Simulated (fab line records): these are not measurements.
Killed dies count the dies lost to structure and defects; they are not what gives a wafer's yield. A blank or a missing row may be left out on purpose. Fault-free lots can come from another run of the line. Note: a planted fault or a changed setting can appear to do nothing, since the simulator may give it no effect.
fab line records | flow nand_harc
[record] lots = 24 wafers = 72 last_day = 33
route steps=1302 shown A_SGD_CUT@915 A_SLIT@924 A_SIN_REMOVE@951 A_CONTACT@986
lots that met no fault: taken from a fault-free run of the same line
start_h: the number of hours between the record's first day and the start of the first shown wafer of the lot | wait_h: hours elapsed since this lot's preceding step | " same as the row above | L1.1+2: a row that stands for several wafers | - either no value or no given start | * or withheld: withheld | < > ~ a bound
route shown NAME@n: names a module that has steps shown in the file, with the first one's number in the route | usual: mean and standard deviation over wafers with no fault | same: alike in all rows | chamber/n: place in a boat | sites: each site's reading | _std_site: standard deviation across them | _edge_site: mean of outer sites minus mean of inner sites | radius_mm: how far each site lies from the wafer's centre | mask NAME#n: copy n | behind: tool/chamber where the wafer was last shaped | hold: cause of the lot's hold/its duration in hours/its outcome | device: the transistor (n, p or np) that didn't switch | end of line: at the end of the route, the tests of the same wafers | a step without rows: its recipe alone | killed: not the wafer's yield, but the dies lost to structure and defects at the first sort | map: per-die view of a wafer (x killed, . not killed, _ where there is no die)
set.NAME: the setting that was run; set.NAME@STEP: the one run at that earlier step | model.NAME: the simulator's own value behind a step, which no gauge read
a sample of lots followed through the steps of the route, with each step as a table and each wafer as a row
services: when a tool's chamber went out of use (start_h, in hours from the record's first day, below 0 if earlier), for how many hours, and the reason
[[steps]]
[step NHARC_A_SGD_CUT_CMP_21]
[recipe] target_thk_nm = 148.19
[usual] edge_zone_pressure_frac = 1.000/0.0049 motor_current_A = 12.2/1.3 time_to_endpoint_s = 49.1/2.7
// columns lot.wafer tool chamber start_h wait_h edge_zone_pressure_frac motor_current_A time_to_endpoint_s
L074.1 cmp-01 1 446.06 0.4 0.994 12.1 49.0
L074.4 " 2 " " 1.001 10.8 50.2
L074.5 " 1 " " 0.994 12.6 48.3
L075.1 cmp-02 3 452.20 0.4 0.995 12.0 48.8
L075.4 " 2 " " 1.008 14.1 53.2
L075.5 " 0 " " 0.994 10.8 54.5
L078.4 cmp-03 1 479.99 0.4 1.011 11.6 51.6
L078.2 " 2 " " 1.007 13.3 45.9
L078.3 " 3 " " 0.993 11.8 49.9
L076.3 cmp-01 2 480.01 0.4 1.004 9.4 48.7
L076.1 " 0 " " 1.005 12.2 48.8
L076.5 " 2 " " 1.004 10.1 51.1
L079.1 cmp-03 2 484.05 0.4 0.993 12.5 50.1
L079.4 " 0 " " 1.000 11.7 45.9
L079.6 " 2 " " 1.003 13.3 48.2
L077.4 cmp-02 3 484.05 0.4 1.001 11.8 49.6
L077.1 " 0 " " 0.999 10.0 48.7
L077.3 " 1 " " 1.005 11.7 50.5
L081.2 cmp-03 0 497.35 0.4 0.999 11.7 42.4
L081.3 " 3 " " 0.992 10.9 44.2
L081.6 " 1 " " 0.996 11.4 46.9
L080.2 cmp-02 3 497.37 0.4 0.995 12.2 48.6
L080.4 " 0 " " 1.004 10.6 48.9
L080.6 " 2 " " 1.006 13.7 46.8
L084.2 cmp-03 0 528.82 0.4 1.000 11.8 43.4
L084.1 " 1 " " 1.002 11.8 51.5
L084.6 " 3 " " 1.000 11.6 51.5
L083.2 cmp-03 2 533.83 0.4 0.995 13.2 51.1
L083.3 " 3 " " 0.991 11.4 51.5
L083.4 " 1 " " 1.000 11.7 49.4
L082.2 cmp-02 3 533.86 0.4 0.992 12.8 46.7
L082.5 " 2 " " 1.002 14.2 49.6
L082.6 " 3 " " 1.002 12.6 50.2
L085.1 cmp-03 0 565.45 0.4 0.991 12.0 45.9
L085.3 " 1 " " 0.997 11.1 50.8
L085.6 " 1 " " 0.999 10.6 50.8
L086.4 cmp-02 1 565.50 0.4 0.997 12.8 48.7
L086.2 " 2 " " 1.005 13.4 44.3
L086.6 " 3 " " 1.002 11.6 44.6
L088.3 cmp-01 3 576.01 0.4 0.995 16.3 52.8
L088.2 " 0 " " 0.997 12.1 53.3
L088.5 " 0 " " 1.005 11.9 55.1
L087.2 cmp-03 3 576.01 0.4 0.997 11.1 48.9
L087.4 " 2 " " 1.001 13.5 48.9
L087.5 " 0 " " 1.007 12.4 49.0
L089.3 cmp-02 0 587.00 0.4 0.997 10.3 47.5
L089.4 " 2 " " 1.003 13.7 51.7
L089.2 " 3 " " 0.997 13.3 46.1
L090.3 cmp-02 2 599.69 0.4 0.991 13.6 47.9
L090.2 " 0 " " 0.994 10.5 47.3
L090.6 " 2 " " 0.997 13.6 48.8
L091.3 cmp-03 1 599.69 0.4 0.997 11.7 50.5
L091.2 " 0 " " 1.014 12.1 43.9
L091.6 " 2 " " 1.008 13.4 46.9
L093.1 cmp-03 2 612.79 0.4 0.996 13.0 50.1
L093.4 " 3 " " 1.001 10.6 51.5
L093.5 " 0 " " 1.001 12.3 46.9
L092.3 cmp-02 0 612.79 0.4 1.002 10.2 48.0
L092.6 " 2 " " 1.003 13.8 47.0
L092.5 " 3 " " 0.995 12.7 45.4
L095.1 cmp-02 3 645.47 0.4 1.006 12.4 45.9
L095.2 " 0 " " 1.003 10.8 47.5
L095.3 " 1 " " 0.995 12.9 49.8
L094.4 cmp-01 0 645.52 0.4 1.003 11.9 46.7
L094.5 " 2 " " 1.002 9.8 49.0
L094.6 " 3 " " 1.004 15.3 45.9
L096.1 cmp-01 1 660.02 0.4 1.006 12.6 50.7
L096.2 " 2 " " 1.000 10.5 52.7
L096.6 " 1 " " 1.000 12.1 51.1
L097.1 cmp-03 3 672.75 0.4 1.003 11.4 54.5
L097.3 " 0 " " 1.002 11.1 50.5
L097.5 " 3 " " 1.006 10.9 54.3
[step NHARC_A_SLIT_DEP_23]
[recipe] target_thk_a = 1000 target_thk_nm = 100 temp_c = 400 pressure_torr = 3.5 flow_sccm = 200 rf_w = 350 material = SiON
[usual] heater_power_w = 787/53 showerhead_vpp_V = 1144/73
// columns lot.wafer tool chamber start_h wait_h heater_power_w showerhead_vpp_V
L074.1 pecvd-01 1 452.03 3.2 876 1110
L074.4 " 1 " " 860 1123
L074.5 " 0 " " 837 1115
L075.1 pecvd-02 1 457.22 3.1 752 1261
L075.4 " 1 " " 776 1290
L075.5 " 2 " " 811 1215
L076.1 pecvd-04 1 485.08 3.1 762 1073
L076.3 " 2 " " 791 1111
L076.5 " 1 " " 753 1059
L078.3 pecvd-01 2 485.10 1.9 862 1161
L078.2 " 0 " " 728 1134
L078.4 " 2 " " 869 1171
L079.1 pecvd-02 0 488.92 3.1 745 1223
L079.4 " 1 " " 854 1251
L079.6 " 1 " " 847 1300
L077.3 pecvd-04 2 492.74 1.9 755 1114
L077.1 " 1 " " 806 1058
L077.4 " 2 " " 759 1099
L081.2 pecvd-02 1 503.43 2.5 866 1254
L081.3 " 1 " " 858 1283
L081.6 " 1 " " 867 1275
L080.2 pecvd-02 0 504.18 2.6 804 1236
L080.4 " 0 " " 777 1218
L080.6 " 1 " " 838 1274
L084.2 pecvd-01 1 534.77 2.5 766 1118
L084.1 " 0 " " 700 1120
L084.6 " 1 " " 807 1119
L083.3 pecvd-01 1 538.74 1.9 757 1116
L083.2 " 2 " " 909 1170
L083.4 " 1 " " 787 1125
L082.2 pecvd-04 2 538.83 2.6 720 1093
L082.5 " 1 " " 744 1059
L082.6 " 2 " " 737 1112
L085.3 pecvd-01 0 570.35 1.9 733 1108
L085.1 " 1 " " 831 1129
L085.6 " 0 " " 709 1125
L086.2 pecvd-02 0 570.40 2.6 785 1217
L086.6 " 2 " " 852 1196
L086.4 " 0 " " 808 1224
L088.3 pecvd-01 0 580.93 1.9 741 1114
L088.2 " 1 " " 739 1123
L088.5 " 0 " " 762 1108
L087.2 pecvd-04 1 581.64 2.5 749 1071
L087.4 " 1 " " 788 1046
L087.5 " 0 " " 765 1038
L089.3 pecvd-04 0 592.02 1.9 822 1059
L089.2 " 2 " " 789 1113
L089.4 " 0 " " 671 1029
L091.2 pecvd-01 2 604.52 2.5 763 1172
L091.3 " 1 " " 800 1125
L091.6 " 0 " " 826 1107
L090.3 pecvd-04 2 604.59 1.9 786 1108
L090.2 " 1 " " 749 1057
L090.6 " 0 " " 722 1038
L093.1 pecvd-02 2 620.03 3.2 834 1183
L093.4 " 2 " " 898 1201
L093.5 " 1 " " 866 1289
L092.3 pecvd-01 0 621.46 1.9 799 1103
L092.6 " 2 " " 766 1164
L092.5 " 0 " " 836 1117
L095.1 pecvd-01 1 650.72 3.2 838 1125
L095.3 " 2 " " 716 1159
L095.2 " 0 " " 802 1093
L094.4 pecvd-02 0 650.99 1.4 748 1228
L094.6 " 1 " " 780 1257
L094.5 " 2 " " 894 1184
L096.1 pecvd-04 2 664.93 3.1 775 1108
L096.2 " 1 " " 755 1067
L096.6 " 1 " " 795 1074
L097.1 pecvd-04 2 677.69 3.2 730 1103
L097.3 " 0 " " 805 1035
L097.5 " 2 " " 750 1128
[step NHARC_A_SLIT_OVL_MEAS_10]
[usual] overlay_x_nm = 0.0/0.64 overlay_y_nm = -0.4/1
// columns lot.wafer tool chamber start_h wait_h overlay_x_nm overlay_y_nm
L074.1 overlay-01 - 452.67 - 0.0 -1.3
L074.4 " - " " 0.1 -0.5
L074.5 " - " " -0.2 -1.5
L075.1 overlay-01 - 457.86 - 0.7 -1.6
L075.4 " - " " 1.1 -1.2
L075.5 " - " " 1.2 -0.8
L076.1 overlay-02 - 485.85 - 0.9 0.4
L076.3 " - " " 1.2 0.1
L076.5 " - " " 0.5 0.3
L078.2 overlay-01 - 485.88 - -0.5 -0.1
L078.3 " - " " -0.2 -0.9
L078.4 " - " " -0.9 -1.0
L079.1 overlay-02 - 489.64 - 0.5 0.7
L079.4 " - " " 0.2 1.1
L079.6 " - " " 0.2 0.7
L077.1 overlay-01 - 493.51 - 1.3 -0.9
L077.3 " - " " 1.2 -1.6
L077.4 " - " " 1.1 -1.4
L081.2 overlay-02 - 504.19 - 0.1 0.2
L081.3 " - " " 0.1 0.2
L081.6 " - " " -0.1 0.4
L080.2 overlay-02 - 504.89 - 0.6 2.2
L080.4 " - " " 0.5 2.4
L080.6 " - " " 0.4 1.9
L084.1 overlay-02 - 535.53 - 0.4 -0.4
L084.2 " - " " 1.1 -0.2
L084.6 " - " " 0.1 0.1
L083.2 overlay-01 - 539.37 - 0.0 -0.6
L083.3 " - " " 0.1 -1.1
L083.4 " - " " -0.2 -1.0
L082.2 overlay-02 - 539.54 - -0.5 -1.1
L082.5 " - " " -1.0 -1.3
L082.6 " - " " -0.3 -1.2
L085.1 overlay-02 - 570.97 - -0.2 -0.2
L085.3 " - " " -0.7 -0.3
L085.6 " - " " -0.1 -0.6
L086.2 overlay-02 - 571.03 - 0.0 0.5
L086.4 " - " " -0.4 -0.3
L086.6 " - " " -0.1 -0.2
L088.2 overlay-02 - 581.67 - -1.0 -1.6
L088.3 " - " " -1.5 -0.2
L088.5 " - " " -1.4 -0.7
L087.2 overlay-02 - 582.41 - -0.5 -1.4
L087.4 " - " " -0.1 -1.4
L087.5 " - " " 0.1 -1.7
L089.2 overlay-02 - 592.79 - -0.4 -1.1
L089.3 " - " " -0.1 -0.9
L089.4 " - " " -0.4 -1.1
L091.2 overlay-02 - 605.29 - -0.6 -0.4
L091.3 " - " " 0.2 -0.8
L091.6 " - " " -0.5 -0.5
L090.2 overlay-01 - 605.44 - 0.7 -1.6
L090.3 " - " " 0.4 -1.1
L090.6 " - " " 0.6 -1.2
L093.1 overlay-02 - 620.80 - 0.2 -1.3
L093.4 " - " " 0.3 -1.0
L093.5 " - " " -0.5 -1.3
L092.3 overlay-01 - 622.20 - 0.5 -0.4
L092.5 " - " " -0.4 0.3
L092.6 " - " " 0.4 -0.4
L095.1 overlay-02 - 651.49 - -0.8 -0.2
L095.2 " - " " -0.5 -0.7
L095.3 " - " " -0.7 -0.4
L094.4 overlay-01 - 651.69 - 0.8 -1.6
L094.5 " - " " 1.1 -0.9
L094.6 " - " " 0.6 -1.5
L096.1 overlay-02 - 665.70 - -0.7 1.7
L096.2 " - " " -0.7 2.1
L096.6 " - " " 0.0 1.6
L097.1 overlay-02 - 678.43 - -0.6 1.7
L097.3 " - " " -0.6 1.7
L097.5 " - " " -0.4 0.9
[step NHARC_A_SLIT_ETCH_29]
[recipe] target_depth_a = 1000 overetch_a = 100 time_s = 55 ion_energy_ev = 100 cf4_flow_sccm = 80 o2_flow_sccm = 20 ar_flow_sccm = 0 rf_w = 300 bias_w = 100 chemistry = CF4/O2
[usual] drypump_motor_current_A = 5.7/0.5 oes_product_au = 1.002/0.011 rf_vpp_V = 197.7/1.6 showerhead_plenum_p_Torr = 1.33/0.065 throttle_valve_pct = 13.395/0.0091
// columns lot.wafer tool chamber start_h wait_h drypump_motor_current_A oes_product_au rf_hours_counter_h rf_vpp_V showerhead_plenum_p_Torr throttle_valve_pct
L074.1 rie_diel-09 2 458.99 0.1 5.5 1.006 9 196.3 1.25 13.387
L074.4 " 0 " " 6.4 1.007 8 196.7 1.30 13.378
L074.5 " 2 " " 5.5 0.993 - 196.2 1.25 13.418
L075.1 rie_diel-09 1 463.76 0.1 5.7 1.010 9 195.9 1.24 13.394
L075.4 " 3 " " 5.4 1.004 8 199.4 1.43 13.401
L075.5 " 2 " " 5.5 0.991 - 194.3 1.25 13.390
L078.3 rie_diel-04 2 491.75 0.1 6.7 0.986 7 196.6 1.25 13.396
L078.2 " 3 " " 5.9 0.991 5 198.9 1.30 13.390
L078.4 " 0 " " 5.3 1.016 7 199.6 1.42 13.385
L076.1 rie_diel-13 1 492.63 0.1 5.3 1.011 11 200.2 1.41 13.395
L076.3 " 0 " " 5.8 1.025 10 196.2 1.28 13.386
L076.5 " 2 " " 5.5 1.008 - 197.1 1.34 13.406
L079.4 rie_diel-13 3 495.57 0.1 4.8 0.997 10 197.7 1.40 13.400
L079.1 " 1 " " 5.3 0.997 11 198.2 1.41 13.409
L079.6 " 3 " " 4.8 1.001 - 198.4 1.40 13.397
L077.3 rie_diel-13 0 499.45 0.1 5.8 1.012 10 196.7 1.28 13.370
L077.4 " 1 " " 5.4 0.993 11 198.9 1.41 13.383
L077.1 " 2 " " 5.5 0.999 10 197.4 1.34 13.389
L081.3 rie_diel-09 2 510.13 0.1 5.5 0.999 0 196.1 1.25 13.383
L081.2 " 0 " " 6.4 0.993 0 197.6 1.30 13.393
L081.6 " 2 " " 5.5 0.995 - 197.5 1.25 13.391
L080.2 rie_diel-04 2 513.88 0.1 6.8 0.989 9 195.4 1.25 13.408
L080.4 " 1 " " 5.7 0.984 9 198.7 1.35 13.395
L080.6 " 3 " " 5.9 0.994 - 197.1 1.30 13.395
L084.1 rie_diel-13 3 541.52 0.1 4.8 1.015 2 197.5 1.40 13.398
L084.2 " 0 " " 5.8 1.023 2 196.1 1.28 13.392
L084.6 " 3 " " 4.8 1.017 - 200.8 1.40 13.385
L083.3 rie_diel-09 1 545.18 0.1 5.7 0.979 1 196.0 1.24 13.396
L083.4 " 3 " " 5.4 0.981 2 200.0 1.43 13.403
L083.2 " 0 " " 6.4 0.996 2 196.9 1.30 13.383
L082.2 rie_diel-04 1 545.42 0.1 5.7 0.996 0 198.1 1.35 13.397
L082.5 " 1 " " 5.8 1.002 - 199.2 1.35 13.391
L082.6 " 2 " " 6.8 1.008 - 195.2 1.25 13.393
L085.3 rie_diel-04 2 576.88 0.1 6.8 0.978 2 196.9 1.25 13.408
L085.1 " 1 " " 5.7 0.982 2 199.4 1.35 13.389
L085.6 " 2 " " 6.8 0.987 - 195.1 1.25 13.387
L086.2 rie_diel-13 3 580.75 0.1 4.9 1.018 3 200.0 1.40 13.402
L086.4 " 0 " " 5.8 1.010 3 198.0 1.28 13.391
L086.6 " 3 " " 4.9 1.010 - 200.3 1.40 13.376
L088.2 rie_diel-04 3 587.53 0.1 5.9 1.000 3 196.9 1.30 13.380
L088.3 " 1 " " 5.7 0.989 4 198.5 1.34 13.383
L088.5 " 3 " " 5.9 0.998 - 196.4 1.30 13.393
L087.2 rie_diel-13 2 589.40 0.1 5.5 1.017 5 196.1 1.34 13.402
L087.4 " 0 " " 5.8 1.018 5 195.3 1.28 13.395
L087.5 " 1 " " 5.3 0.998 - 198.8 1.41 13.392
L089.4 rie_diel-04 0 598.60 0.1 5.4 1.030 4 199.4 1.42 13.402
L089.3 " 1 " " 5.7 0.989 4 199.3 1.34 13.390
L089.2 " 2 " " 6.7 1.001 4 195.3 1.25 13.397
L091.2 rie_diel-13 3 611.15 0.1 4.8 1.002 5 198.5 1.40 13.405
L091.3 " 0 " " 5.9 1.015 6 196.8 1.28 13.399
L091.6 " 2 " " 5.5 1.003 - 197.0 1.34 13.394
L090.2 rie_diel-13 0 611.43 0.2 5.8 1.021 6 196.8 1.28 13.386
L090.3 " 3 " " 4.9 1.010 5 199.6 1.40 13.398
L090.6 " 1 " " 5.4 1.001 - 199.8 1.41 13.405
L093.4 rie_diel-04 2 628.81 0.1 6.8 0.986 6 197.7 1.25 13.397
L093.1 " 0 " " 5.4 1.017 6 200.2 1.42 13.418
L093.5 " 3 " " 5.9 1.000 - 196.7 1.30 13.397
L092.3 rie_diel-09 1 630.61 0.1 5.7 0.997 6 196.3 1.24 13.393
L092.6 " 3 " " 5.5 1.000 - 200.1 1.43 13.419
L092.5 " 0 " " 6.4 0.999 - 197.2 1.30 13.383
L095.3 rie_diel-13 0 657.37 0.1 5.9 1.029 8 196.2 1.28 13.400
L095.2 " 1 " " 5.3 0.999 9 198.8 1.41 13.388
L095.1 " 2 " " 5.5 1.016 9 197.0 1.34 13.387
L094.4 rie_diel-04 1 657.58 0.1 5.7 0.994 8 200.0 1.34 13.392
L094.6 " 3 " " 5.9 1.004 - 197.8 1.30 13.399
L094.5 " 0 " " 5.4 1.016 - 199.1 1.42 13.384
L096.2 rie_diel-04 3 671.52 0.1 5.9 1.003 7 197.0 1.30 13.388
L096.1 " 1 " " 5.7 0.992 8 198.8 1.34 13.395
L096.6 " 0 " " 5.3 1.004 - 200.4 1.42 13.405
L097.1 rie_diel-09 3 684.34 0.1 5.4 0.990 0 198.7 1.43 13.384
L097.3 " 0 " " 6.4 1.001 0 196.4 1.30 13.397
L097.5 " 2 " " 5.5 1.000 - 198.2 1.25 13.391
[step NHARC_A_SIN_REMOVE_INSPECT_04]
[usual] raw_defect_count = 390/84
// columns lot.wafer tool chamber start_h wait_h raw_defect_count
L074.1 defect_inspect-02 - 466.18 0.0 457
L074.4 " - " " 448
L074.5 " - " " 347
L075.1 defect_inspect-01 - 470.96 0.0 439
L075.4 " - " " 328
L075.5 " - " " 464
L076.1 defect_inspect-01 - 498.86 0.0 395
L076.3 " - " " 427
L076.5 " - " " 441
L078.2 defect_inspect-02 - 498.86 0.0 350
L078.3 " - " " 317
L078.4 " - " " 317
L079.1 defect_inspect-02 - 503.65 0.0 379
L079.4 " - " " 470
L079.6 " - " " 348
L077.1 defect_inspect-02 - 506.59 0.0 500
L077.3 " - " " 448
L077.4 " - " " 425
L081.2 defect_inspect-01 - 517.22 0.0 445
L081.3 " - " " 400
L081.6 " - " " 412
L080.2 defect_inspect-02 - 526.97 0.0 573
L080.4 " - " " 422
L080.6 " - " " 555
L084.1 defect_inspect-01 - 548.76 0.0 309
L084.2 " - " " 374
L084.6 " - " " 350
L082.2 defect_inspect-02 - 552.27 0.0 429
L082.5 " - " " 446
L082.6 " - " " 413
L083.2 defect_inspect-01 - 552.30 0.0 350
L083.3 " - " " 354
L083.4 " - " " 317
L085.1 defect_inspect-02 - 584.08 0.0 438
L085.3 " - " " 269
L085.6 " - " " 491
L086.2 defect_inspect-01 - 587.92 0.0 468
L086.4 " - " " 274
L086.6 " - " " 357
L088.2 defect_inspect-02 - 594.69 0.0 322
L088.3 " - " " 275
L088.5 " - " " 353
L087.2 defect_inspect-02 - 596.52 0.0 363
L087.4 " - " " 568
L087.5 " - " " 468
L089.2 defect_inspect-02 - 605.72 0.0 440
L089.3 " - " " 291
L089.4 " - " " 344
L091.2 defect_inspect-02 - 618.39 0.0 305
L091.3 " - " " 223
L091.6 " - " " 335
L090.2 defect_inspect-01 - 618.40 0.0 375
L090.3 " - " " 374
L090.6 " - " " 373
L093.1 defect_inspect-01 - 636.06 0.0 348
L093.4 " - " " 343
L093.5 " - " " 414
L092.3 defect_inspect-01 - 637.78 0.0 496
L092.5 " - " " 430
L092.6 " - " " 419
L095.1 defect_inspect-02 - 664.52 0.0 401
L095.2 " - " " 411
L095.3 " - " " 435
L094.4 defect_inspect-01 - 664.52 0.0 364
L094.5 " - " " 426
L094.6 " - " " 520
L096.1 defect_inspect-01 - 678.73 0.0 344
L096.2 " - " " 354
L096.6 " - " " 303
L097.1 defect_inspect-01 - 691.59 0.0 459
L097.3 " - " " 262
L097.5 " - " " 385
[step NHARC_A_CONTACT_DEP_29]
[recipe] target_thk_a = 1000 target_thk_nm = 100 temp_c = 400 pressure_torr = 3.5 flow_sccm = 200 rf_w = 350 material = SiON
[usual] heater_power_w = 789/68 showerhead_vpp_V = 1131/90
// columns lot.wafer tool chamber start_h wait_h heater_power_w showerhead_vpp_V
L074.1 pecvd-03 0 489.39 3.6 800 1049
L074.5 " 1 " " 998 1273
L074.4 " 2 " " 716 1095
L075.1 pecvd-02 1 499.69 3.6 881 1285
L075.4 " 1 " " 883 1296
L075.5 " 0 " " 798 1228
L078.2 pecvd-02 1 521.69 2.9 844 1272
L078.4 " 1 " " 847 1281
L078.3 " 0 " " 724 1216
L076.1 pecvd-04 2 521.83 3.6 682 1104
L076.3 " 0 " " 765 1047
L076.5 " 1 " " 817 1047
L079.1 pecvd-04 2 527.21 3.7 779 1095
L079.4 " 2 " " 788 1124
L079.6 " 1 " " 792 1073
L077.3 pecvd-03 2 529.99 2.2 653 1104
L077.1 " 0 " " 706 1056
L077.4 " 1 " " 961 1260
L081.3 pecvd-03 2 541.85 2.1 780 1102
L081.2 " 1 " " 854 1287
L081.6 " 1 " " 881 1271
L080.2 pecvd-04 1 551.67 2.9 744 1061
L080.6 " 2 " " 717 1104
L080.4 " 0 " " 777 1030
L084.2 pecvd-04 2 574.73 2.9 687 1094
L084.1 " 0 " " 768 1044
L084.6 " 1 " " 782 1069
L082.2 pecvd-04 1 576.03 2.8 822 1068
L082.6 " 1 " " 851 1051
L082.5 " 0 " " 746 1036
L083.2 pecvd-04 1 576.27 2.9 846 1058
L083.3 " 0 " " 711 1046
L083.4 " 1 " " 835 1084
L085.1 pecvd-04 1 607.29 3.6 840 1064
L085.3 " 2 " " 790 1107
L085.6 " 2 " " 797 1099
L086.2 pecvd-03 2 613.73 2.9 752 1117
L086.4 " 1 " " 897 1278
L086.6 " 2 " " 753 1099
L087.2 pecvd-04 0 627.52 2.9 799 1035
L087.4 " 0 " " 801 1034
L087.5 " 1 " " 794 1061
L088.2 pecvd-02 1 630.76 2.9 822 1270
L088.3 " 2 " " 864 1194
L088.5 " 1 " " 791 1268
L089.2 pecvd-03 1 632.39 2.9 908 1261
L089.3 " 2 " " 843 1091
L089.4 " 1 " " 738 1266
L090.2 pecvd-04 0 644.63 2.9 682 1056
L090.3 " 1 " " 825 1054
L090.6 " 0 " " 694 1056
L091.3 pecvd-03 1 645.23 2.1 781 1268
L091.2 " 2 " " 830 1111
L091.6 " 1 " " 783 1260
L093.1 pecvd-04 2 662.29 3.6 776 1115
L093.4 " 2 " " 773 1125
L093.5 " 0 " " 774 1027
L092.3 pecvd-03 1 666.81 2.2 883 1266
L092.6 " 0 " " 745 1043
L092.5 " 1 " " 891 1275
L095.3 pecvd-02 2 688.81 2.1 925 1208
L095.2 " 0 " " 789 1234
L095.1 " 1 " " 831 1306
L094.4 pecvd-03 0 689.47 1.5 781 1048
L094.6 " 1 " " 868 1267
L094.5 " 2 " " 676 1100
L096.2 pecvd-03 2 704.44 3.1 849 1095
L096.1 " 0 " " 714 1046
L096.6 " 0 " " 710 1043
L097.3 pecvd-02 0 716.60 2.1 805 1232
L097.1 " 2 " " 794 1189
L097.5 " 1 " " 802 1262
[[services]]
// columns tool chamber start_h hours kind
cmp-02 - 428.50 4.0 pm
cmp-03 - 436.96 1.8 repair
rie_diel-04 1 442.76 11.4 repair
pecvd-03 1 446.11 4.1 repair
pecvd-04 - 450.00 13.0 pm
cmp-03 - 456.08 4.0 pm
rie_diel-13 3 462.39 1.7 repair
cmp-03 - 474.61 0.4 repair
cmp-02 - 475.47 0.3 repair
pecvd-02 2 476.53 45.7 repair
rie_diel-04 0 480.92 3.5 repair
pecvd-01 - 492.16 13.0 pm
cmp-02 - 500.47 0.8 repair
rie_diel-13 - 519.41 9.0 pm
cmp-02 - 526.50 4.0 pm
rie_diel-04 - 531.97 9.0 pm
cmp-02 - 534.16 3.2 repair
pecvd-01 - 543.51 0.4 repair
pecvd-01 - 546.89 0.9 repair
pecvd-03 - 547.56 13.0 pm
cmp-03 - 554.08 4.0 pm
pecvd-02 - 589.73 13.0 pm
pecvd-04 - 631.00 13.0 pm
cmp-03 - 652.08 4.0 pm
[[key]]
fault none
